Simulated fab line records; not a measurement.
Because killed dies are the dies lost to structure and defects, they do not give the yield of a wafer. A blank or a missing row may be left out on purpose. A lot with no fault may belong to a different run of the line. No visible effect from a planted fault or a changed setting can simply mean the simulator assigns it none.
fab line records / flow nandHarc / part 2 of 2: steps 25 to 31 of 31
record lots=5 wafers=15 lastDay=31
route steps=1302 shown A_STAIRCASE@639
lots with no fault: from the same line, run without faults
startH: hours from the record's first day to the start of the lot's first wafer shown / waitH: how many hours have passed since the lot's step before this one / " unchanged from the row above / L1.1+2: a row that stands for several wafers / - no value, or no start was given / * or withheld: withheld / < > ~ a bound
route shown NAME@n: names a module that has steps shown in the file, with the first one's number in the route / usual: the fault-free wafers' mean and standard deviation / same: alike in all rows / chamber/n: place in a boat / sites: the reading at each site / _std_site: standard deviation of those values / _edge_site: mean of outer sites minus mean of inner sites / radiusMm: how far each site lies from the wafer's centre / mask NAME#n: copy n / behind: the most recent tool/chamber to have shaped the wafer / hold: why the lot went on hold/how many hours it stayed there/how the hold came to an end / device: whichever transistor did not switch (one of n, p or np) / end of line: the tests these same wafers got at the end of their route / for a step that has no rows: nothing shown but its recipe / killed: not the wafer's yield, but the dies lost to structure and defects at the first sort / map: a wafer's dies, marking killed ones x, the rest . and places with no die _
set.NAME: setting as actually run; set.NAME@STEP: the setting as run at that earlier step / model.NAME: the simulator's own value behind a step, which no gauge read
lots seen at some steps along the route; tables by step, rows by wafer
services: when a tool's chamber went out of use (startH, in hours from the record's first day, below 0 if earlier), for how many hours, and the reason
## steps
# step NHARC_A_STAIRCASE_DEVELOP_08
# recipe timeS=140
# usual exhaustPa=45.1/0.9
lot.wafer=L076.1 tool=lithoTrack-05 chamber=0 startH=- waitH=- exhaustPa=44.4
lot.wafer=L076.4 tool=lithoTrack-05 chamber=0 startH=- waitH=- exhaustPa=45.3
lot.wafer=L076.6 tool=lithoTrack-05 chamber=0 startH=- waitH=- exhaustPa=44.2
lot.wafer=L078.1 tool=lithoTrack-05 chamber=0 startH=- waitH=- exhaustPa=45.2
lot.wafer=L078.3 tool=lithoTrack-05 chamber=0 startH=- waitH=- exhaustPa=45.1
lot.wafer=L078.5 tool=lithoTrack-05 chamber=0 startH=- waitH=- exhaustPa=47.3
lot.wafer=L082.1 tool=lithoTrack-03 chamber=0 startH=- waitH=- exhaustPa=45.7
lot.wafer=L082.3 tool=lithoTrack-03 chamber=0 startH=- waitH=- exhaustPa=46.0
lot.wafer=L082.5 tool=lithoTrack-03 chamber=0 startH=- waitH=- exhaustPa=44.0
lot.wafer=L090.1 tool=lithoTrack-03 chamber=0 startH=- waitH=- exhaustPa=44.0
lot.wafer=L090.5 tool=lithoTrack-03 chamber=0 startH=- waitH=- exhaustPa=43.7
lot.wafer=L090.6 tool=lithoTrack-03 chamber=0 startH=- waitH=- exhaustPa=43.7
lot.wafer=L094.1 tool=lithoTrack-05 chamber=0 startH=- waitH=- exhaustPa=44.8
lot.wafer=L094.3 tool=lithoTrack-05 chamber=0 startH=- waitH=- exhaustPa=43.9
lot.wafer=L094.5 tool=lithoTrack-05 chamber=0 startH=- waitH=- exhaustPa=43.7
# step NHARC_A_STAIRCASE_HARDBAKE_10
# recipe tempC=120 timeS=140
# usual exhaustPa=45.0/0.86 heaterPowerTotalW=127.32/0.26
lot.wafer=L076.1 tool=lithoTrack-02 chamber=0 startH=378.78 waitH=- exhaustPa=44.8 heaterPowerTotalW=127.19
lot.wafer=L076.4 tool=lithoTrack-02 chamber=0 startH=378.78 waitH=- exhaustPa=44.6 heaterPowerTotalW=127.34
lot.wafer=L076.6 tool=lithoTrack-02 chamber=0 startH=378.78 waitH=- exhaustPa=46.3 heaterPowerTotalW=127.09
lot.wafer=L078.1 tool=lithoTrack-03 chamber=0 startH=403.93 waitH=- exhaustPa=44.2 heaterPowerTotalW=127.59
lot.wafer=L078.3 tool=lithoTrack-03 chamber=0 startH=403.93 waitH=- exhaustPa=45.4 heaterPowerTotalW=127.13
lot.wafer=L078.5 tool=lithoTrack-03 chamber=0 startH=403.93 waitH=- exhaustPa=43.0 heaterPowerTotalW=127.28
lot.wafer=L082.1 tool=lithoTrack-05 chamber=0 startH=437.35 waitH=- exhaustPa=44.6 heaterPowerTotalW=127.38
lot.wafer=L082.3 tool=lithoTrack-05 chamber=0 startH=437.35 waitH=- exhaustPa=45.0 heaterPowerTotalW=127.41
lot.wafer=L082.5 tool=lithoTrack-05 chamber=0 startH=437.35 waitH=- exhaustPa=44.8 heaterPowerTotalW=126.86
lot.wafer=L090.1 tool=lithoTrack-02 chamber=0 startH=519.75 waitH=- exhaustPa=46.2 heaterPowerTotalW=126.91
lot.wafer=L090.5 tool=lithoTrack-02 chamber=0 startH=519.75 waitH=- exhaustPa=44.9 heaterPowerTotalW=127.46
lot.wafer=L090.6 tool=lithoTrack-02 chamber=0 startH=519.75 waitH=- exhaustPa=43.6 heaterPowerTotalW=127.23
lot.wafer=L094.1 tool=lithoTrack-02 chamber=0 startH=553.96 waitH=- exhaustPa=43.9 heaterPowerTotalW=127.38
lot.wafer=L094.3 tool=lithoTrack-02 chamber=0 startH=553.96 waitH=- exhaustPa=44.7 heaterPowerTotalW=127.28
lot.wafer=L094.5 tool=lithoTrack-02 chamber=0 startH=553.96 waitH=- exhaustPa=43.9 heaterPowerTotalW=127.18
# step NHARC_A_STAIRCASE_DESCUM_11
# recipe timeS=3 o2FlowSccm=200 arFlowSccm=0 biasPowerW=0 chemistry=O2
# usual drypumpMotorCurrentA=5.7/0.33 oesProductAu=1.000/0.015 rfVppV=57.8/0.94 showerheadPlenumPTorr=1.91/0.094 throttleValvePct=11.310/0.0084
lot.wafer=L076.4 tool=rieDiel-04 chamber=1 startH=378.87 waitH=- drypumpMotorCurrentA=5.5 oesProductAu=0.992 rfHoursCounterH=2 rfVppV=58.1 showerheadPlenumPTorr=1.89 throttleValvePct=11.326
lot.wafer=L076.1 tool=rieDiel-04 chamber=2 startH=378.87 waitH=- drypumpMotorCurrentA=5.6 oesProductAu=0.999 rfHoursCounterH=2 rfVppV=56.9 showerheadPlenumPTorr=1.78 throttleValvePct=11.315
lot.wafer=L076.6 tool=rieDiel-04 chamber=2 startH=378.87 waitH=- drypumpMotorCurrentA=5.6 oesProductAu=0.988 rfHoursCounterH=- rfVppV=56.6 showerheadPlenumPTorr=1.78 throttleValvePct=11.305
lot.wafer=L078.1 tool=rieDiel-04 chamber=2 startH=404.02 waitH=- drypumpMotorCurrentA=5.6 oesProductAu=0.987 rfHoursCounterH=10 rfVppV=56.9 showerheadPlenumPTorr=1.78 throttleValvePct=11.307
lot.wafer=L078.3 tool=rieDiel-04 chamber=3 startH=404.02 waitH=- drypumpMotorCurrentA=6.2 oesProductAu=1.000 rfHoursCounterH=9 rfVppV=57.4 showerheadPlenumPTorr=1.82 throttleValvePct=11.313
lot.wafer=L078.5 tool=rieDiel-04 chamber=2 startH=404.02 waitH=- drypumpMotorCurrentA=5.6 oesProductAu=0.994 rfHoursCounterH=- rfVppV=58.6 showerheadPlenumPTorr=1.78 throttleValvePct=11.307
lot.wafer=L082.3 tool=rieDiel-04 chamber=1 startH=437.44 waitH=- drypumpMotorCurrentA=5.4 oesProductAu=0.994 rfHoursCounterH=16 rfVppV=57.2 showerheadPlenumPTorr=1.89 throttleValvePct=11.292
lot.wafer=L082.1 tool=rieDiel-04 chamber=0 startH=437.44 waitH=- drypumpMotorCurrentA=5.7 oesProductAu=1.025 rfHoursCounterH=19 rfVppV=59.4 showerheadPlenumPTorr=2.03 throttleValvePct=11.312
lot.wafer=L082.5 tool=rieDiel-04 chamber=1 startH=437.44 waitH=- drypumpMotorCurrentA=5.4 oesProductAu=0.986 rfHoursCounterH=- rfVppV=57.3 showerheadPlenumPTorr=1.89 throttleValvePct=11.296
lot.wafer=L090.1 tool=rieDiel-04 chamber=3 startH=519.85 waitH=- drypumpMotorCurrentA=6.2 oesProductAu=1.003 rfHoursCounterH=47 rfVppV=59.2 showerheadPlenumPTorr=1.81 throttleValvePct=11.299
lot.wafer=L090.5 tool=rieDiel-04 chamber=2 startH=519.85 waitH=- drypumpMotorCurrentA=5.6 oesProductAu=0.998 rfHoursCounterH=- rfVppV=56.8 showerheadPlenumPTorr=1.77 throttleValvePct=11.314
lot.wafer=L090.6 tool=rieDiel-04 chamber=3 startH=519.85 waitH=- drypumpMotorCurrentA=6.2 oesProductAu=1.003 rfHoursCounterH=- rfVppV=56.2 showerheadPlenumPTorr=1.81 throttleValvePct=11.304
lot.wafer=L094.3 tool=rieDiel-13 chamber=3 startH=554.05 waitH=- drypumpMotorCurrentA=5.2 oesProductAu=1.014 rfHoursCounterH=14 rfVppV=59.3 showerheadPlenumPTorr=2.02 throttleValvePct=11.308
lot.wafer=L094.1 tool=rieDiel-13 chamber=1 startH=554.05 waitH=- drypumpMotorCurrentA=5.8 oesProductAu=0.989 rfHoursCounterH=10 rfVppV=57.6 showerheadPlenumPTorr=1.79 throttleValvePct=11.310
lot.wafer=L094.5 tool=rieDiel-13 chamber=0 startH=554.05 waitH=- drypumpMotorCurrentA=5.6 oesProductAu=1.019 rfHoursCounterH=- rfVppV=58.6 showerheadPlenumPTorr=1.89 throttleValvePct=11.317
# step NHARC_A_STAIRCASE_TRIM_12
# recipe timeS=211.2 o2FlowSccm=500 arFlowSccm=0 biasW=0 chemistry=O2
# usual drypumpMotorCurrentA=5.7/0.33 oesProductAu=1.001/0.016 rfVppV=57.9/0.9 showerheadPlenumPTorr=3.53/0.16 throttleValvePct=17.036/0.0091
lot.wafer=L076.4 tool=rieDiel-04 chamber=1 startH=378.96 waitH=0.1 drypumpMotorCurrentA=5.4 oesProductAu=0.990 rfHoursCounterH=2 rfVppV=57.9 showerheadPlenumPTorr=3.49 throttleValvePct=17.034
lot.wafer=L076.1 tool=rieDiel-04 chamber=0 startH=378.96 waitH=0.1 drypumpMotorCurrentA=5.7 oesProductAu=1.021 rfHoursCounterH=2 rfVppV=58.4 showerheadPlenumPTorr=3.74 throttleValvePct=17.018
lot.wafer=L076.6 tool=rieDiel-04 chamber=2 startH=378.96 waitH=0.1 drypumpMotorCurrentA=5.6 oesProductAu=0.997 rfHoursCounterH=- rfVppV=56.2 showerheadPlenumPTorr=3.30 throttleValvePct=17.020
lot.wafer=L078.3 tool=rieDiel-04 chamber=2 startH=404.12 waitH=0.1 drypumpMotorCurrentA=5.6 oesProductAu=0.981 rfHoursCounterH=10 rfVppV=56.2 showerheadPlenumPTorr=3.30 throttleValvePct=17.027
lot.wafer=L078.1 tool=rieDiel-04 chamber=3 startH=404.12 waitH=0.1 drypumpMotorCurrentA=6.2 oesProductAu=0.993 rfHoursCounterH=9 rfVppV=57.6 showerheadPlenumPTorr=3.37 throttleValvePct=17.017
lot.wafer=L078.5 tool=rieDiel-04 chamber=2 startH=404.12 waitH=0.1 drypumpMotorCurrentA=5.6 oesProductAu=0.985 rfHoursCounterH=- rfVppV=57.5 showerheadPlenumPTorr=3.30 throttleValvePct=17.052
lot.wafer=L082.3 tool=rieDiel-04 chamber=0 startH=437.53 waitH=0.1 drypumpMotorCurrentA=5.7 oesProductAu=1.023 rfHoursCounterH=19 rfVppV=58.5 showerheadPlenumPTorr=3.72 throttleValvePct=17.044
lot.wafer=L082.1 tool=rieDiel-04 chamber=3 startH=437.53 waitH=0.1 drypumpMotorCurrentA=6.2 oesProductAu=1.002 rfHoursCounterH=20 rfVppV=57.8 showerheadPlenumPTorr=3.36 throttleValvePct=17.035
lot.wafer=L082.5 tool=rieDiel-04 chamber=0 startH=437.53 waitH=0.1 drypumpMotorCurrentA=5.7 oesProductAu=1.025 rfHoursCounterH=- rfVppV=59.2 showerheadPlenumPTorr=3.72 throttleValvePct=17.038
lot.wafer=L090.1 tool=rieDiel-04 chamber=1 startH=519.97 waitH=0.1 drypumpMotorCurrentA=5.4 oesProductAu=1.003 rfHoursCounterH=44 rfVppV=57.0 showerheadPlenumPTorr=3.47 throttleValvePct=17.033
lot.wafer=L090.5 tool=rieDiel-04 chamber=2 startH=519.97 waitH=0.1 drypumpMotorCurrentA=5.6 oesProductAu=0.996 rfHoursCounterH=- rfVppV=57.9 showerheadPlenumPTorr=3.28 throttleValvePct=17.033
lot.wafer=L090.6 tool=rieDiel-04 chamber=3 startH=519.97 waitH=0.1 drypumpMotorCurrentA=6.2 oesProductAu=1.004 rfHoursCounterH=- rfVppV=57.0 showerheadPlenumPTorr=3.35 throttleValvePct=17.025
lot.wafer=L094.3 tool=rieDiel-13 chamber=2 startH=554.13 waitH=0.1 drypumpMotorCurrentA=5.2 oesProductAu=1.016 rfHoursCounterH=13 rfVppV=59.1 showerheadPlenumPTorr=3.63 throttleValvePct=17.042
lot.wafer=L094.1 tool=rieDiel-13 chamber=1 startH=554.13 waitH=0.1 drypumpMotorCurrentA=5.9 oesProductAu=0.994 rfHoursCounterH=10 rfVppV=57.3 showerheadPlenumPTorr=3.31 throttleValvePct=17.042
lot.wafer=L094.5 tool=rieDiel-13 chamber=3 startH=554.13 waitH=0.1 drypumpMotorCurrentA=5.2 oesProductAu=1.011 rfHoursCounterH=- rfVppV=57.6 showerheadPlenumPTorr=3.70 throttleValvePct=17.034
# step NHARC_A_STAIRCASE_ETCH_13
# recipe targetDepthA=1000 timeS=40.5 ionEnergyEv=400 c4f8FlowSccm=20 o2FlowSccm=10 arFlowSccm=withheld rfW=600 biasW=1000 chemistry=C4F8/O2
# usual oesProductAu=0.944/0.017 rfVppV=895/5.9
lot.wafer=L076.4 tool=rieDiel-04 chamber=3 startH=- waitH=- oesProductAu=0.939 rfHoursCounterH=1 rfVppV=891
lot.wafer=L076.1 tool=rieDiel-04 chamber=2 startH=- waitH=- oesProductAu=0.939 rfHoursCounterH=2 rfVppV=887
lot.wafer=L076.6 tool=rieDiel-04 chamber=0 startH=- waitH=- oesProductAu=0.963 rfHoursCounterH=- rfVppV=904
lot.wafer=L078.3 tool=rieDiel-04 chamber=2 startH=- waitH=- oesProductAu=0.938 rfHoursCounterH=10 rfVppV=887
lot.wafer=L078.1 tool=rieDiel-04 chamber=1 startH=- waitH=- oesProductAu=0.958 rfHoursCounterH=10 rfVppV=894
lot.wafer=L078.5 tool=rieDiel-04 chamber=2 startH=- waitH=- oesProductAu=0.939 rfHoursCounterH=- rfVppV=890
lot.wafer=L082.1 tool=rieDiel-04 chamber=3 startH=- waitH=- oesProductAu=0.957 rfHoursCounterH=20 rfVppV=889
lot.wafer=L082.3 tool=rieDiel-04 chamber=2 startH=- waitH=- oesProductAu=0.939 rfHoursCounterH=20 rfVppV=888
lot.wafer=L082.5 tool=rieDiel-04 chamber=3 startH=- waitH=- oesProductAu=0.962 rfHoursCounterH=- rfVppV=889
lot.wafer=L090.1 tool=rieDiel-04 chamber=1 startH=- waitH=- oesProductAu=0.961 rfHoursCounterH=44 rfVppV=893
lot.wafer=L090.5 tool=rieDiel-04 chamber=3 startH=- waitH=- oesProductAu=0.951 rfHoursCounterH=- rfVppV=890
lot.wafer=L090.6 tool=rieDiel-04 chamber=0 startH=- waitH=- oesProductAu=0.968 rfHoursCounterH=- rfVppV=902
lot.wafer=L094.1 tool=rieDiel-13 chamber=1 startH=- waitH=- oesProductAu=0.936 rfHoursCounterH=10 rfVppV=889
lot.wafer=L094.3 tool=rieDiel-13 chamber=2 startH=- waitH=- oesProductAu=0.956 rfHoursCounterH=13 rfVppV=899
lot.wafer=L094.5 tool=rieDiel-13 chamber=1 startH=- waitH=- oesProductAu=0.925 rfHoursCounterH=- rfVppV=888
# step NHARC_A_STAIRCASE_TRIM_14
# recipe timeS=211.2 o2FlowSccm=500 arFlowSccm=0 biasW=0 chemistry=O2
# usual drypumpMotorCurrentA=5.7/0.33 oesProductAu=0.999/0.014 rfVppV=57.7/0.93 showerheadPlenumPTorr=3.51/0.16 throttleValvePct=17.035/0.0094
lot.wafer=L076.4 tool=rieDiel-04 chamber=0 startH=- waitH=- drypumpMotorCurrentA=5.7 oesProductAu=1.019 rfHoursCounterH=2 rfVppV=59.1 showerheadPlenumPTorr=3.73 throttleValvePct=17.034
lot.wafer=L076.1 tool=rieDiel-04 chamber=3 startH=- waitH=- drypumpMotorCurrentA=6.2 oesProductAu=0.995 rfHoursCounterH=1 rfVppV=57.3 showerheadPlenumPTorr=3.37 throttleValvePct=17.028
lot.wafer=L076.6 tool=rieDiel-04 chamber=0 startH=- waitH=- drypumpMotorCurrentA=5.7 oesProductAu=1.031 rfHoursCounterH=- rfVppV=57.8 showerheadPlenumPTorr=3.73 throttleValvePct=17.044
lot.wafer=L078.3 tool=rieDiel-04 chamber=2 startH=- waitH=- drypumpMotorCurrentA=5.6 oesProductAu=0.987 rfHoursCounterH=11 rfVppV=57.1 showerheadPlenumPTorr=3.30 throttleValvePct=17.026
lot.wafer=L078.1 tool=rieDiel-04 chamber=1 startH=- waitH=- drypumpMotorCurrentA=5.5 oesProductAu=0.999 rfHoursCounterH=10 rfVppV=57.3 showerheadPlenumPTorr=3.48 throttleValvePct=17.035
lot.wafer=L078.5 tool=rieDiel-04 chamber=3 startH=- waitH=- drypumpMotorCurrentA=6.2 oesProductAu=1.006 rfHoursCounterH=- rfVppV=57.7 showerheadPlenumPTorr=3.37 throttleValvePct=17.041
lot.wafer=L082.1 tool=rieDiel-04 chamber=2 startH=- waitH=- drypumpMotorCurrentA=5.6 oesProductAu=0.982 rfHoursCounterH=20 rfVppV=56.9 showerheadPlenumPTorr=3.30 throttleValvePct=17.042
lot.wafer=L082.3 tool=rieDiel-04 chamber=3 startH=- waitH=- drypumpMotorCurrentA=6.2 oesProductAu=1.000 rfHoursCounterH=20 rfVppV=57.7 showerheadPlenumPTorr=3.36 throttleValvePct=17.054
lot.wafer=L082.5 tool=rieDiel-04 chamber=1 startH=- waitH=- drypumpMotorCurrentA=5.4 oesProductAu=0.988 rfHoursCounterH=- rfVppV=59.6 showerheadPlenumPTorr=3.48 throttleValvePct=17.040
lot.wafer=L090.1 tool=rieDiel-04 chamber=0 startH=- waitH=- drypumpMotorCurrentA=5.7 oesProductAu=1.015 rfHoursCounterH=45 rfVppV=58.0 showerheadPlenumPTorr=3.71 throttleValvePct=17.036
lot.wafer=L090.6 tool=rieDiel-04 chamber=0 startH=- waitH=- drypumpMotorCurrentA=5.8 oesProductAu=1.012 rfHoursCounterH=- rfVppV=58.0 showerheadPlenumPTorr=3.71 throttleValvePct=17.045
lot.wafer=L090.5 tool=rieDiel-04 chamber=1 startH=- waitH=- drypumpMotorCurrentA=5.4 oesProductAu=0.993 rfHoursCounterH=- rfVppV=58.3 showerheadPlenumPTorr=3.47 throttleValvePct=17.013
lot.wafer=L094.3 tool=rieDiel-13 chamber=3 startH=- waitH=- drypumpMotorCurrentA=5.2 oesProductAu=1.011 rfHoursCounterH=14 rfVppV=58.9 showerheadPlenumPTorr=3.70 throttleValvePct=17.040
lot.wafer=L094.1 tool=rieDiel-13 chamber=0 startH=- waitH=- drypumpMotorCurrentA=5.6 oesProductAu=1.012 rfHoursCounterH=9 rfVppV=58.6 showerheadPlenumPTorr=3.50 throttleValvePct=17.026
lot.wafer=L094.5 tool=rieDiel-13 chamber=0 startH=- waitH=- drypumpMotorCurrentA=5.6 oesProductAu=1.013 rfHoursCounterH=- rfVppV=58.9 showerheadPlenumPTorr=3.50 throttleValvePct=17.020
# step NHARC_A_STAIRCASE_ETCH_15
# recipe targetDepthA=1000 timeS=40.5 ionEnergyEv=400 c4f8FlowSccm=20 o2FlowSccm=10 arFlowSccm=withheld rfW=600 biasW=1000 chemistry=C4F8/O2
# usual oesProductAu=0.943/0.015 rfVppV=895/6.1
lot.wafer=L076.1 tool=rieDiel-04 chamber=3 startH=- waitH=- oesProductAu=0.950 rfHoursCounterH=2 rfVppV=890
lot.wafer=L076.4 tool=rieDiel-04 chamber=1 startH=- waitH=- oesProductAu=0.930 rfHoursCounterH=2 rfVppV=895
lot.wafer=L076.6 tool=rieDiel-04 chamber=2 startH=- waitH=- oesProductAu=0.940 rfHoursCounterH=- rfVppV=888
lot.wafer=L078.1 tool=rieDiel-04 chamber=3 startH=- waitH=- oesProductAu=0.940 rfHoursCounterH=10 rfVppV=890
lot.wafer=L078.3 tool=rieDiel-04 chamber=1 startH=- waitH=- oesProductAu=0.954 rfHoursCounterH=10 rfVppV=894
lot.wafer=L078.5 tool=rieDiel-04 chamber=3 startH=- waitH=- oesProductAu=0.952 rfHoursCounterH=- rfVppV=890
lot.wafer=L082.1 tool=rieDiel-04 chamber=2 startH=- waitH=- oesProductAu=0.931 rfHoursCounterH=20 rfVppV=887
lot.wafer=L082.3 tool=rieDiel-04 chamber=1 startH=- waitH=- oesProductAu=0.934 rfHoursCounterH=16 rfVppV=894
lot.wafer=L082.5 tool=rieDiel-04 chamber=3 startH=- waitH=- oesProductAu=0.963 rfHoursCounterH=- rfVppV=889
lot.wafer=L090.1 tool=rieDiel-04 chamber=0 startH=- waitH=- oesProductAu=0.964 rfHoursCounterH=45 rfVppV=903
lot.wafer=L090.5 tool=rieDiel-04 chamber=1 startH=- waitH=- oesProductAu=0.930 rfHoursCounterH=- rfVppV=893
lot.wafer=L090.6 tool=rieDiel-04 chamber=2 startH=- waitH=- oesProductAu=0.924 rfHoursCounterH=- rfVppV=886
lot.wafer=L094.1 tool=rieDiel-13 chamber=1 startH=- waitH=- oesProductAu=0.933 rfHoursCounterH=10 rfVppV=888
lot.wafer=L094.3 tool=rieDiel-13 chamber=3 startH=- waitH=- oesProductAu=0.939 rfHoursCounterH=14 rfVppV=903
lot.wafer=L094.5 tool=rieDiel-13 chamber=0 startH=- waitH=- oesProductAu=0.934 rfHoursCounterH=- rfVppV=896
## services
tool=rieDiel-04 chamber=0 startH=353.25 hours=1.8 kind=repair
tool=rieDiel-04 chamber=3 startH=353.40 hours=8.5 kind=repair
tool=plasmaAsher-02 chamber=- startH=354.26 hours=0.9 kind=repair
tool=krfScanner-04 chamber=- startH=355.48 hours=4.0 kind=pm
tool=rieDiel-09 chamber=1 startH=356.47 hours=11.1 kind=repair
tool=rieDiel-04 chamber=- startH=357.14 hours=9.0 kind=pm
tool=krfScanner-04 chamber=- startH=364.76 hours=1.8 kind=repair
tool=wetBench-06 chamber=- startH=369.60 hours=8.0 kind=pm
tool=rieDiel-13 chamber=2 startH=384.14 hours=13.5 kind=repair
tool=rieDiel-09 chamber=1 startH=399.58 hours=2.5 kind=repair
tool=lithoTrack-02 chamber=- startH=402.00 hours=7.0 kind=pm
tool=plasmaAsher-02 chamber=- startH=426.13 hours=9.0 kind=pm
tool=rieDiel-09 chamber=1 startH=443.80 hours=8.7 kind=repair
tool=lithoTrack-03 chamber=- startH=450.00 hours=7.0 kind=pm
tool=wetBench-01 chamber=- startH=453.60 hours=8.0 kind=pm
tool=krfScanner-04 chamber=- startH=459.00 hours=0.5 kind=repair
tool=krfScanner-04 chamber=- startH=460.73 hours=0.2 kind=repair
tool=lithoTrack-05 chamber=- startH=474.00 hours=7.0 kind=pm
tool=rieDiel-09 chamber=- startH=497.14 hours=9.0 kind=pm
tool=rieDiel-13 chamber=- startH=519.23 hours=9.0 kind=pm
tool=krfScanner-04 chamber=- startH=527.48 hours=4.0 kind=pm
tool=rieDiel-04 chamber=- startH=534.14 hours=9.0 kind=pm
tool=rieDiel-13 chamber=0 startH=543.73 hours=4.0 kind=repair
tool=wetBench-06 chamber=- startH=545.60 hours=8.0 kind=pm
